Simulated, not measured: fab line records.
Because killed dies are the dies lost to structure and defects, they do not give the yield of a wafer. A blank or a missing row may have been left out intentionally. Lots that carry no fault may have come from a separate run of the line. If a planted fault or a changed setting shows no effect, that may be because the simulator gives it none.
fab line records | flow n5-finfet
[record] lots = 7 wafers = 39
route steps=1938 shown FIN_SAQP@125 DUMMY_GATE@246 HKMG_FIN@457 GATE_CUT@484 MOL_CONTACT_COAG@532 PASSIVATION@1936
start-h: start of the lot's first displayed wafer, in hours after the record's first day | wait-h: hours elapsed since this lot's preceding step | " as in the row above | L1.1+2: a single row standing in for several wafers | - either no value or no given start | * or withheld: withheld | < > ~ a bound
route shown NAME@n: names a module that has steps shown in the file, with the first one's number in the route | usual: the fault-free wafers' mean and standard deviation | same: alike in all rows | chamber/n: place in a boat | sites: each site's reading | _std_site: their standard deviation | _edge_site: inner sites' mean taken away from outer sites' mean | radius-mm: for every site, how far away it sits from the centre of the wafer | mask NAME#n: copy n | behind: the last tool/chamber to shape the wafer | hold: reason for holding the lot/hours on hold/outcome of the hold | device: transistor that didn't switch, given as n, p or np | end of line: the same wafers' tests at the end of the route | a step with no rows: only its recipe | killed: dies lost to structure and defects at the first sort, not the wafer's yield | map: shows each die of a wafer: x if killed, . if not, _ if none is there
set.NAME: the run value of the setting; set.NAME@STEP: its run value at that earlier step | model.NAME: the simulator's own value behind a step, which no gauge read
lots with deliberately changed settings; one table per step, one row per wafer
[[steps]]
[step N5_FIN_SAQP_SPACER1_ALD_24]
[recipe] material = SiO2 target-thk-a = 203 temp-c = 300 ald-precursor-family = BDEAS ald-co-reactant = O2-plasma pulse-time-s = 1 purge-time-s = 2 co-reactant-purge-time-s = 2 ald-cycles = 218 pressure-torr = 2
[step N5_DUMMY_GATE_ETCH_32]
[recipe] chemistry = CF4 target = SiO2 target-depth-a = 35 time-s = 3.9 ion-energy-ev = 350 pressure-mtorr = 10 icp-w = 800 bias-w = 400 cf4-flow-sccm = 80
[step N5_HKMG_FIN_ALD_72]
[recipe] material = W target-thk-a = 20 temp-c = 300 pressure-torr = 7.5 ald-precursor-family = WF6 ald-co-reactant = B2H6 pulse-time-s = 1 purge-time-s = 2 co-reactant-purge-time-s = 2 co-reactant-pulse-time-s = 3 ald-cycles = 7
[step N5_GATE_CUT_EXPOSE_10]
[recipe] mask-id = GATE_CUT na = 0.33 source-shape = annular sigma-inner = 0.35 sigma-outer = 0.8 polarization = unpolarized target-cd-nm = 20 dose-mj = 43.25
[step N5_MOL_CONTACT_COAG_ETCH_106]
[recipe] chemistry = N2/H2 target = SOC target-depth-a = 800 overetch-a = 160 mask-material = SiARC temp-c = 40 time-s = 120 ion-energy-ev = 200 pressure-mtorr = 30 source-w = 840 bias-w = 150 n2-flow-sccm = 200 h2-flow-sccm = 200
[step N5_MOL_CONTACT_COAG_ETCHBACK_136]
[recipe] chemistry = CHF3 target = SiO2 target-depth-a = 250 time-s = 16.7 ion-energy-ev = 200 pressure-mtorr = 30 source-w = 610 bias-w = 170 Ar_flow_sccm = 200 CHF3_flow_sccm = 50
[step N5_PASSIVATION_PROBE_49]
[usual] killed-at-front-end = 38/11 killed-dies = 103/17 killed-on-rim = 13/4
// columns lot.wafer tool chamber start-h wait-h set.temp-c@FIN_SAQP_SPACER1_ALD_24 set.time-s@DUMMY_GATE_ETCH_32 set.ald-cycles@HKMG_FIN_ALD_72 set.dose-mj@GATE_CUT_EXPOSE_10 set.source-w@MOL_CONTACT_COAG_ETCH_106 set.target-depth-a@MOL_CONTACT_COAG_ETCHBACK_136 killed-at-front-end killed-dies killed-on-rim
L075.1 prober-02 - 266.51 0.0 300 3.9 7 43.25 906 250 28 107 15
L075.2 prober-02 - 266.56 0.1 310.9 4.391 7 43.25 840 250 38 98 19
L075.3 prober-02 - 266.61 0.1 310.9 3.9 7 43.25 906 250 49 145 20
L075.4 prober-02 - 266.66 0.2 300 4.391 7 40.07 906 250 1114 1177 152
L075.5 prober-02 - 266.71 0.2 310.9 4.391 7 40.07 840 250 1115 1178 152
L075.6 prober-02 - 266.76 0.3 300 3.9 7 40.07 840 250 1123 1177 151
L082.1 prober-01 - 328.87 0.0 300 3.9 8 43.25 964.4 250 29 86 15
L082.2 prober-01 - 328.92 0.1 292.3 4.658 8 43.25 840 250 33 105 15
L082.3 prober-01 - 328.97 0.1 292.3 3.9 7 43.25 964.4 262.8 39 102 14
L082.4 prober-01 - 329.02 0.2 292.3 4.658 7 41.29 964.4 262.8 229 299 42
L082.5 prober-01 - 329.07 0.2 300 4.658 7 41.29 840 250 233 297 38
L082.6 prober-01 - 329.12 0.3 300 3.9 8 41.29 840 262.8 218 278 43
L084.1 prober-02 - 334.09 0.0 300 4.595 8 40.94 970.8 261.1 494 544 71
L084.2 prober-02 - 334.14 0.1 300 3.9 7 43.25 840 261.1 35 94 12
L084.3 prober-02 - 334.19 0.1 300 3.9 8 40.94 840 250 509 580 77
L084.4 prober-02 - 334.24 0.2 300 4.595 7 40.94 840 250 492 551 76
L084.5 prober-02 - 334.29 0.2 300 3.9 7 43.25 970.8 261.1 66 126 23
L084.6 prober-02 - 334.34 0.3 300 4.595 8 43.25 970.8 250 40 95 13
L085.1 prober-01 - 342.67 0.0 300 3.9 7 43.25 840 250 48 112 19
L085.3 prober-01 - 342.77 0.1 300 3.9 7 43.25 840 250 33 79 9
L085.6 prober-01 - 342.92 0.3 300 3.9 7 43.25 840 250 41 118 15
L087.1 prober-02 - 345.97 0.0 300 3.9 8 43.25 840 250 40 93 18
L087.2 prober-02 - 346.02 0.1 286 3.9 7 40.28 840 250 1095 1152 150
L087.3 prober-02 - 346.07 0.1 286 3.9 8 43.25 840 250 68 122 13
L087.4 prober-02 - 346.12 0.2 300 3.9 8 40.28 840 250 1093 1152 147
L087.5 prober-02 - 346.17 0.2 286 3.9 7 40.28 840 250 1107 1151 150
L087.6 prober-02 - 346.22 0.3 300 3.9 7 43.25 840 250 37 87 6
L097.1 prober-02 - 408.96 0.0 300 3.9 6 43.25 840 250 38 105 13
L097.2 prober-02 - 409.01 0.1 300 3.38 6 43.25 840 250 39 104 13
L097.3 prober-02 - 409.06 0.1 300 3.9 6 43.25 768.4 250 17 87 9
L097.4 prober-02 - 409.11 0.2 300 3.38 7 43.25 768.4 250 29 93 14
L097.5 prober-02 - 409.16 0.2 300 3.38 7 43.25 768.4 250 28 101 12
L097.6 prober-02 - 409.21 0.3 300 3.9 7 43.25 840 250 35 84 12
L094.1 prober-01 - 410.42 0.0 300 4.267 7 46.11 840 250 42 112 14
L094.2 prober-01 - 410.47 0.1 300 4.267 7 46.11 686.3 262.2 27 98 16
L094.3 prober-01 - 410.52 0.1 310.4 3.9 7 43.25 840 250 36 98 11
L094.4 prober-01 - 410.57 0.2 310.4 4.267 8 43.25 686.3 262.2 50 152 11
L094.5 prober-01 - 410.62 0.2 310.4 3.9 8 46.11 686.3 250 48 99 21
L094.6 prober-01 - 410.67 0.3 300 3.9 8 43.25 840 262.2 32 100 18
// killed by level:class
L075.1 STI_FIN_REVEAL:geometric-particle:open=13 MOL_CONTACT_COAG:geometric-particle:open=13 BEOL_M4:geometric-particle:open=13 BEOL_M1:geometric-particle:open=9 BEOL_M2:geometric-particle:open=7 BEOL_M0_SAQP:geometric-particle:open=6 BEOL_M3:geometric-particle:open=6 STI_FIN_REVEAL:geometric-particle:short=4
L075.2 STI_FIN_REVEAL:geometric-particle:open=12 BEOL_M0_SAQP:geometric-particle:open=12 BEOL_M0_SAQP:geometric-particle:short=10 BEOL_M3:geometric-particle:open=10 BEOL_M4:geometric-particle:open=8 BEOL_M2:geometric-particle:open=6 FIN_SAQP:geometric-particle:short=4 STI_FIN_REVEAL:geometric-particle:short=4
L075.3 BEOL_M3:geometric-particle:open=13 STI_FIN_REVEAL:geometric-particle:open=11 MOL_CONTACT_COAG:geometric-particle:open=10 BEOL_M0_SAQP:geometric-particle:open=9 BEOL_M0_SAQP:geometric-particle:short=9 FIN_SAQP:geometric-particle:short=8 BEOL_M4:geometric-particle:open=8 BEOL_M1:geometric-particle:open=7
L075.4 GATE_CUT:area-expose=1081 FIN_SAQP:geometric-particle:open=10 MOL_CONTACT_COAG:geometric-particle:open=10 STI_FIN_REVEAL:geometric-particle:open=7 BEOL_M0_SAQP:geometric-particle:open=7 BEOL_M0:geometric-particle:open=7 FIN_SAQP:geometric-particle:short=6 BEOL_M1:geometric-particle:open=5
L075.5 GATE_CUT:area-expose=1076 BEOL_M0_SAQP:geometric-particle:short=9 STI_FIN_REVEAL:geometric-particle:open=8 BEOL_M0_SAQP:geometric-particle:open=8 BEOL_M4:geometric-particle:open=8 FIN_SAQP:geometric-particle:open=7 FIN_SAQP:geometric-particle:short=6 GATE_CUT:geometric-particle:short=6
L075.6 GATE_CUT:area-expose=1076 STI_FIN_REVEAL:geometric-particle:open=18 MOL_CONTACT_COAG:geometric-particle:open=10 FIN_SAQP:geometric-particle:open=7 BEOL_M1:geometric-particle:open=7 FIN_SAQP:geometric-particle:short=6 BEOL_M0_SAQP:geometric-particle:short=5 BEOL_M4:geometric-particle:open=5
L082.1 BEOL_M0_SAQP:geometric-particle:short=10 BEOL_M0_SAQP:geometric-particle:open=10 BEOL_M2:geometric-particle:open=9 FIN_SAQP:geometric-particle:short=6 DUMMY_GATE:geometric-particle:open=6 BEOL_M4:geometric-particle:open=6 STI_FIN_REVEAL:geometric-particle:open=4 BEOL_M5:geometric-particle:open=4
L082.2 BEOL_M0_SAQP:geometric-particle:open=11 FIN_SAQP:geometric-particle:open=10 MOL_CONTACT_COAG:geometric-particle:open=10 BEOL_M0_SAQP:geometric-particle:short=10 BEOL_M2:geometric-particle:open=7 FIN_SAQP:geometric-particle:short=5 BEOL_M1:geometric-particle:open=4 BEOL_M1:geometric-particle:short=4
L082.3 BEOL_M0_SAQP:geometric-particle:open=12 FIN_SAQP:geometric-particle:open=10 BEOL_M0_SAQP:geometric-particle:short=10 FIN_SAQP:geometric-particle:short=6 DUMMY_GATE:geometric-particle:open=6 BEOL_M1:geometric-particle:open=5 BEOL_M2:geometric-particle:open=5 BEOL_M3:geometric-particle:open=4
L082.4 GATE_CUT:area-expose=204 MOL_CONTACT_COAG:geometric-particle:open=14 BEOL_M0_SAQP:geometric-particle:open=10 BEOL_M0_SAQP:geometric-particle:short=10 MOL_CONTACT_COAG:geometric-particle:short=8 BEOL_M2:geometric-particle:open=5 DUMMY_GATE:geometric-particle:open=4 BEOL_M1:geometric-particle:short=4
L082.5 GATE_CUT:area-expose=189 FIN_SAQP:geometric-particle:open=15 BEOL_M0_SAQP:geometric-particle:open=11 BEOL_M0_SAQP:geometric-particle:short=10 MOL_CONTACT_COAG:geometric-particle:open=9 BEOL_M2:geometric-particle:open=7 FIN_SAQP:geometric-particle:short=6 DUMMY_GATE:geometric-particle:open=6
L082.6 GATE_CUT:area-expose=190 FIN_SAQP:geometric-particle:open=7 BEOL_M3:geometric-particle:open=7 MOL_CONTACT_COAG:geometric-particle:open=6 BEOL_M0_SAQP:geometric-particle:short=6 STI_FIN_REVEAL:geometric-particle:open=5 BEOL_M0_SAQP:geometric-particle:open=5 ILD0:geometric-particle:short=4
L084.1 GATE_CUT:area-expose=454 GATE_CUT:geometric-particle:short=11 STI_FIN_REVEAL:geometric-particle:open=7 MIM_TOP_ETCH:geometric-particle:open=6 FIN_SAQP:geometric-particle:short=5 BEOL_M1:geometric-particle:open=5 DUMMY_GATE:geometric-particle:open=4 BEOL_M4:geometric-particle:short=4
L084.2 MOL_CONTACT_COAG:geometric-particle:open=14 BEOL_M3:geometric-particle:open=10 FIN_SAQP:geometric-particle:short=8 STI_FIN_REVEAL:geometric-particle:open=8 BEOL_M4:geometric-particle:open=5 BEOL_M1:geometric-particle:open=4 BEOL_M1:geometric-particle:short=4 BEOL_M2:geometric-particle:open=4
L084.3 GATE_CUT:area-expose=473 MOL_CONTACT_COAG:geometric-particle:open=16 BEOL_M2:geometric-particle:open=10 FIN_SAQP:geometric-particle:open=8 BEOL_M3:geometric-particle:open=8 STI_FIN_REVEAL:geometric-particle:open=7 BEOL_M1:geometric-particle:open=7 DUMMY_GATE:geometric-particle:open=6
L084.4 GATE_CUT:area-expose=459 FIN_SAQP:geometric-particle:short=16 MOL_CONTACT_COAG:geometric-particle:open=10 PASS1_DEP:geometric-particle:open=5 FIN_SAQP:geometric-particle:open=4 STI_FIN_REVEAL:geometric-particle:open=4 BEOL_M0:geometric-particle:short=3 BEOL_M0:geometric-particle:open=3
L084.5 STI_FIN_REVEAL:geometric-particle:open=17 MOL_CONTACT_COAG:geometric-particle:open=10 FIN_SAQP:geometric-particle:short=9 BEOL_M1:geometric-particle:open=9 DUMMY_GATE:geometric-particle:open=9 GATE_CUT:geometric-particle:short=8 FIN_SAQP:geometric-particle:open=6 GATE_CUT:geometric-particle:open=5
L084.6 FIN_SAQP:geometric-particle:open=9 FIN_SAQP:geometric-particle:short=9 MOL_CONTACT_COAG:geometric-particle:open=9 MOL_CONTACT_COAG:geometric-particle:short=9 BEOL_M1:geometric-particle:open=8 STI_FIN_REVEAL:geometric-particle:open=6 BEOL_M0_SAQP:geometric-particle:short=6 BEOL_M1:geometric-particle:short=5
L085.1 BEOL_M0_SAQP:geometric-particle:short=16 STI_FIN_REVEAL:geometric-particle:open=11 FIN_SAQP:geometric-particle:short=10 BEOL_M0_SAQP:geometric-particle:open=9 BEOL_M4:geometric-particle:open=9 FIN_SAQP:geometric-particle:open=8 GATE_CUT:geometric-particle:open=6 BEOL_M1:geometric-particle:open=6
L085.3 MOL_CONTACT_COAG:geometric-particle:open=9 FIN_SAQP:geometric-particle:short=7 STI_FIN_REVEAL:geometric-particle:open=7 BEOL_M2:geometric-particle:open=7 DUMMY_GATE:geometric-particle:open=5 BEOL_M0_SAQP:geometric-particle:open=5 GATE_CUT:geometric-particle:short=4 BEOL_M0_SAQP:geometric-particle:short=4
L085.6 BEOL_M0_SAQP:geometric-particle:open=17 FIN_SAQP:geometric-particle:short=13 BEOL_M0_SAQP:geometric-particle:short=10 BEOL_M2:geometric-particle:open=8 BEOL_M4:geometric-particle:open=7 STI_FIN_REVEAL:geometric-particle:open=6 GATE_CUT:geometric-particle:short=6 FIN_SAQP:geometric-particle:open=5
L087.1 FIN_SAQP:geometric-particle:open=10 STI_FIN_REVEAL:geometric-particle:open=8 FIN_SAQP:geometric-particle:short=7 MOL_CONTACT_COAG:geometric-particle:open=7 BEOL_M0_SAQP:geometric-particle:short=5 BEOL_M3:geometric-particle:open=5 BEOL_M4:geometric-particle:open=5 BEOL_M0_SAQP:geometric-particle:open=4
L087.2 GATE_CUT:area-expose=1054 STI_FIN_REVEAL:geometric-particle:open=16 FIN_SAQP:geometric-particle:open=7 GATE_CUT:geometric-particle:short=7 BEOL_M0_SAQP:geometric-particle:open=6 BEOL_M1:geometric-particle:open=6 BEOL_M2:geometric-particle:open=6 MOL_CONTACT_COAG:geometric-particle:open=5
L087.3 STI_FIN_REVEAL:geometric-particle:open=23 BEOL_M0_SAQP:geometric-particle:short=8 ILD0:geometric-particle:short=7 MOL_CONTACT_COAG:geometric-particle:open=7 FIN_SAQP:geometric-particle:open=6 FIN_SAQP:geometric-particle:short=6 BEOL_M4:geometric-particle:open=6 DUMMY_GATE:geometric-particle:open=5
L087.4 GATE_CUT:area-expose=1049 BEOL_M0_SAQP:geometric-particle:open=14 STI_FIN_REVEAL:geometric-particle:open=12 MOL_CONTACT_COAG:geometric-particle:open=10 BEOL_M0_SAQP:geometric-particle:short=8 FIN_SAQP:geometric-particle:open=6 ILD0:geometric-particle:short=5 FIN_SAQP:geometric-particle:short=4
L087.5 GATE_CUT:area-expose=1037 FIN_SAQP:geometric-particle:open=19 STI_FIN_REVEAL:geometric-particle:open=12 FIN_SAQP:geometric-particle:short=10 GATE_CUT:geometric-particle:short=6 BEOL_M3:geometric-particle:open=5 BEOL_M4:geometric-particle:open=5 ILD0:geometric-particle:open=4
L087.6 BEOL_M0_SAQP:geometric-particle:open=8 FIN_SAQP:geometric-particle:short=7 STI_FIN_REVEAL:geometric-particle:open=6 MOL_CONTACT_COAG:geometric-particle:open=6 BEOL_M0_SAQP:geometric-particle:short=5 STARTING-WAFER:geometric-particle:open=5 FIN_SAQP:geometric-particle:open=4 ILD0:geometric-particle:open=4
L097.1 STI_FIN_REVEAL:geometric-particle:open=16 BEOL_M0_SAQP:geometric-particle:short=14 BEOL_M0_SAQP:geometric-particle:open=9 BEOL_M4:geometric-particle:open=8 MOL_CONTACT_COAG:geometric-particle:open=7 BEOL_M3:geometric-particle:open=6 BEOL_M4:geometric-particle:short=5 FIN_SAQP:geometric-particle:open=4
L097.2 BEOL_M0_SAQP:geometric-particle:short=15 FIN_SAQP:geometric-particle:short=9 FIN_SAQP:geometric-particle:open=7 BEOL_M0_SAQP:geometric-particle:open=7 ILD0:geometric-particle:short=6 MOL_CONTACT_COAG:geometric-particle:open=6 BEOL_M3:geometric-particle:open=6 STARTING-WAFER:geometric-particle:open=6
L097.3 MOL_CONTACT_COAG:geometric-particle:open=12 BEOL_M0_SAQP:geometric-particle:open=9 BEOL_M4:geometric-particle:open=9 BEOL_M2:geometric-particle:open=8 BEOL_M0_SAQP:geometric-particle:short=6 STI_FIN_REVEAL:geometric-particle:open=4 BEOL_M3:geometric-particle:open=4 STARTING-WAFER:geometric-particle:short=4
L097.4 BEOL_M4:geometric-particle:open=11 BEOL_M0_SAQP:geometric-particle:short=9 BEOL_M0_SAQP:geometric-particle:open=8 GATE_CUT:geometric-particle:short=7 MOL_CONTACT_COAG:geometric-particle:open=7 BEOL_M1:geometric-particle:short=6 PASS1_DEP:geometric-particle:short=5 FIN_SAQP:geometric-particle:open=4
L097.5 MOL_CONTACT_COAG:geometric-particle:open=15 BEOL_M4:geometric-particle:open=10 BEOL_M0_SAQP:geometric-particle:short=7 BEOL_M2:geometric-particle:open=7 BEOL_M3:geometric-particle:open=6 STARTING-WAFER:geometric-particle:open=6 MOL_CONTACT_COAG:geometric-particle:short=5 BEOL_M0_SAQP:geometric-particle:open=5
L097.6 STI_FIN_REVEAL:geometric-particle:open=7 BEOL_M4:geometric-particle:open=7 MOL_CONTACT_COAG:geometric-particle:open=6 STI_FIN_REVEAL:geometric-particle:short=5 GATE_CUT:geometric-particle:short=5 BEOL_M0_SAQP:geometric-particle:short=5 BEOL_M3:geometric-particle:open=5 BEOL_M0_SAQP:geometric-particle:open=4
L094.1 BEOL_M0_SAQP:geometric-particle:open=15 MOL_CONTACT_COAG:geometric-particle:open=12 BEOL_M0_SAQP:geometric-particle:short=12 GATE_CUT:geometric-particle:short=10 GATE_CUT:geometric-particle:open=8 FIN_SAQP:geometric-particle:open=7 BEOL_M4:geometric-particle:open=6 DUMMY_GATE:geometric-particle:open=4
L094.2 BEOL_M0_SAQP:geometric-particle:short=21 MOL_CONTACT_COAG:geometric-particle:open=12 BEOL_M0_SAQP:geometric-particle:open=6 BEOL_M2:geometric-particle:short=5 BEOL_M3:geometric-particle:open=4 DUMMY_GATE:geometric-particle:open=4 STARTING-WAFER:geometric-particle:open=4 STI_FIN_REVEAL:geometric-particle:open=3
L094.3 BEOL_M0_SAQP:geometric-particle:short=14 BEOL_M0_SAQP:geometric-particle:open=9 DUMMY_GATE:geometric-particle:open=8 STI_FIN_REVEAL:geometric-particle:open=7 FIN_SAQP:geometric-particle:short=5 BEOL_M2:geometric-particle:short=5 BEOL_M3:geometric-particle:open=5 BEOL_M4:geometric-particle:open=5
L094.4 BEOL_M0_SAQP:geometric-particle:open=25 BEOL_M0_SAQP:geometric-particle:short=24 MOL_CONTACT_COAG:geometric-particle:open=12 FIN_SAQP:geometric-particle:open=10 STI_FIN_REVEAL:geometric-particle:open=8 BEOL_M3:geometric-particle:open=8 DUMMY_GATE:geometric-particle:open=7 FIN_SAQP:geometric-particle:short=6
L094.5 BEOL_M0_SAQP:geometric-particle:open=17 GATE_CUT:geometric-particle:short=9 FIN_SAQP:geometric-particle:open=8 BEOL_M0_SAQP:geometric-particle:short=7 BEOL_M3:geometric-particle:open=7 BEOL_M1:geometric-particle:open=5 STARTING-WAFER:geometric-particle:open=5 STI_FIN_REVEAL:geometric-particle:open=4
L094.6 BEOL_M0_SAQP:geometric-particle:open=15 BEOL_M0_SAQP:geometric-particle:short=9 BEOL_M1:geometric-particle:open=9 BEOL_M3:geometric-particle:open=7 FIN_SAQP:geometric-particle:open=5 DUMMY_GATE:geometric-particle:open=4 MOL_CONTACT_COAG:geometric-particle:open=4 FIN_SAQP:geometric-particle:short=3
[[key]]
[split] step = N5_FIN_SAQP_SPACER1_ALD_24 setting = temp-c stated-as = 300
response none clear
[split] step = N5_DUMMY_GATE_ETCH_32 setting = time-s stated-as = 3.9
response none clear
[split] step = N5_HKMG_FIN_ALD_72 setting = ald-cycles stated-as = 7
response none clear
[split] step = N5_GATE_CUT_EXPOSE_10 setting = dose-mj stated-as = 43.25
[response] step = N5_PASSIVATION_PROBE_49 reading = killed-dies slope = -93.8 per = 1% together-with = all explained = 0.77
[response] step = N5_PASSIVATION_PROBE_49 reading = killed-at-front-end slope = -94 per = 1% together-with = all explained = 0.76
[response] step = N5_PASSIVATION_PROBE_49 reading = killed-on-rim slope = -11.9 per = 1% together-with = all explained = 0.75
[split] step = N5_MOL_CONTACT_COAG_ETCH_106 setting = source-w stated-as = 840
response none clear
[split] step = N5_MOL_CONTACT_COAG_ETCHBACK_136 setting = target-depth-a stated-as = 250
response none clear
